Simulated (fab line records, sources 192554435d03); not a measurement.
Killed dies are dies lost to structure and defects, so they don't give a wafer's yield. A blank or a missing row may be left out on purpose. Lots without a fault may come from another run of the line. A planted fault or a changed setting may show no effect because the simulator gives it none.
Chamber matching | flow n5_finfet | N5_BEOL_M15_ILD_DEP_00 on pecvd-01: 3 sister chambers
The step deposits SiO2 from TEOS/O2, target thk 1629.3 nm, time 346.1 s. 6 wafers are shown with their chamber, then 7 later ones without.

WAFERS WITH THEIR CHAMBER
wafer  | chamber | throttle_valve_pct (%) | showerhead_plenum_p_Torr (Torr)
L560.6 | 0       | 19.7                   | 8.38
L562.2 | 2       | 15.9                   | 8.35
L562.5 | 0       | 20.0                   | 8.39
L570.2 | 2       | 16.1                   | 8.35
L571.1 | 1       | 17.5                   | 8.34
L571.5 | 1       | 17.7                   | 8.31

WAFERS WITHOUT THEIR CHAMBER
wafer  | throttle_valve_pct (%) | showerhead_plenum_p_Torr (Torr)
L571.6 | 16.1                   | 8.34
L577.1 | 16.3                   | 8.35
L577.2 | 20.3                   | 8.40
L577.3 | 17.6                   | 8.32
L580.2 | 20.1                   | 8.42
L580.3 | 16.0                   | 8.35
L580.4 | 17.6                   | 8.33

WHICH CHAMBER EACH WENT THROUGH
wafer  | from the rows above | in truth
L571.6 | 2                   | 2
L577.1 | 2                   | 2
L577.2 | 0                   | 0
L577.3 | 1                   | 1
L580.2 | 0                   | 0
L580.3 | 2                   | 2
L580.4 | 1                   | 1
Placed correctly: 7 of 7. Can't be placed from these rows: 0. Placed wrongly: 0.
How it was worked out, from the rows above alone: a wafer's distance from a chamber is the root of the sum, over the readings, of the square of ((its reading less the chamber's mean) divided by the reading's scatter). The wafer belongs to the nearest chamber; if the next one is less than 2 further off, it can't be placed. A chamber's mean is the mean of its shown wafers. The scatter: the root of (the sum of the squares of (reading less its chamber's mean) over the shown wafers, divided by (wafers less chambers)).
